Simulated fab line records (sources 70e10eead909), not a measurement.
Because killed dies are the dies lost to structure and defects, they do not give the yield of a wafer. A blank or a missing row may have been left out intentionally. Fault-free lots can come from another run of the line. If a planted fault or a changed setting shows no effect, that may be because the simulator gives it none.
Struck lot and sound lot, side by side | flow nandHarc | 15 out of 1159 route steps
Sound: these wafers, L139.4, L139.5, L139.6. Wafers L141.3, L141.4, L141.5 were the ones struck. At the end, the cause is stated.
Order at every step that has rows: each side's tool, ch and its chambers, its first start. Under that, the readings that differ: sound wafers | struck wafers | difference of the means | sigmas: that difference in standard deviations of wafers without a fault.
alike: words and numbers the same on both sides, and readings whose means are apart by under 2 such deviations; not compared: readings that were withheld, readings missing a value for some wafer, numbers with overlapping values and no deviation given by the record, and bounds like >300 which may hide the same value.
Wherever a step has rows on one side only, a row that says differs or no value, or a row with sigmas, the two part there. Numbers that have no deviation but don't overlap get no sigmas and don't part them. A reading that every wafer of one side lacks parts them only if that side has two wafers or more.

first, 7 steps without rows for these wafers: NHARC_THIN_TSV_HMDS_26 (time 30 s); NHARC_THIN_TSV_COAT_27; NHARC_THIN_TSV_SOFTBAKE_28 (time 95 s); NHARC_THIN_TSV_EBR_29; NHARC_THIN_TSV_EXPOSE_30 (exposes mask PAD); NHARC_THIN_TSV_PEB_31 (peb time 85 s); NHARC_THIN_TSV_DEVELOP_32 (time 70 s).
NHARC_THIN_TSV_CD_MEAS_33 targets a cd of 5000 nm.
  sound on cdSem-03 ch 0, day 20 07:23; struck on cdSem-02 ch 0, day 20 16:50
  alike: cdNm
then, 1 step without rows for these wafers: NHARC_THIN_TSV_HARDBAKE_34 (time 80 s).
NHARC_THIN_TSV_DESCUM_35: chemistry O2, time 3 s.
  sound on rieDiel-06 ch 0,1,2, day 20 07:35; struck on rieDiel-07 ch 2,3, day 20 16:59
  alike: drypumpMotorCurrentA, oesProductAu, rfVppV, showerheadPlenumPTorr, throttleValvePct
  not compared: rfHoursCounterH
NHARC_THIN_TSV_ETCH_59: etches the open film in Cl2/BCl3, target depth 880 nm, time 138.1 s.
  sound on rieMetal-03 ch 0,1, day 20 07:44; struck on rieMetal-01 ch 0,1, day 20 17:11
  alike: drypumpMotorCurrentA, oesProductAu, rfFwdPowerW, throttleValvePct
  not compared: rfHoursCounterH
NHARC_THIN_TSV_ETCH_36: etches the open film in Cl2/BCl3, target depth 65 nm, time 18.571 s.
  sound on rieMetal-03 ch 0,1, day 20 07:57; struck on rieMetal-01 ch 0,1, day 20 17:23
  alike: drypumpMotorCurrentA, oesProductAu
  not compared: rfHoursCounterH
NHARC_THIN_TSV_STRIP_56: strips in O2.
  sound on plasmaAsher-01 ch 0,1, day 20 08:10; struck on plasmaAsher-02 ch 0,1, day 20 17:34
  no value came back on the struck wafers for drypumpMotorCurrentA (A), heaterPowerW (W), tempC (C); on the sound wafers drypumpMotorCurrentA (A) reads 5.2 6.3 5.2
  not compared: rfHoursCounterH
then, 1 step without rows for these wafers: NHARC_THIN_TSV_STRIP_57 (strips in post etch residue remover, time 1200 s).
NHARC_END_SORT_01:
  sound on prober-01 ch 0, day 20 20:00; struck on prober-02 ch 0, day 21 01:55
reading       | sound | struck | difference | sigmas
killedAtOther | 2 2 2 | 0 0 0  | -2         | -2
  alike: defectLimitedYield, killedAtArray, killedAtPeriphery, killedDies, killedOpen, killedShort, sort_bin_2_pct, sort_bin_3_pct, sort_bin_4_pct, sortNPass, sortRimYieldPct, sortYieldPct

== WHERE THEY PART ==
At NHARC_THIN_TSV_STRIP_56 first; at NHARC_END_SORT_01 last (within this record only).

WHY: whatever the simulator had introduced
Entire step skipped (plasmaAsher-02, NHARC_THIN_TSV_STRIP_56), from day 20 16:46 onward. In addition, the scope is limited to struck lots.
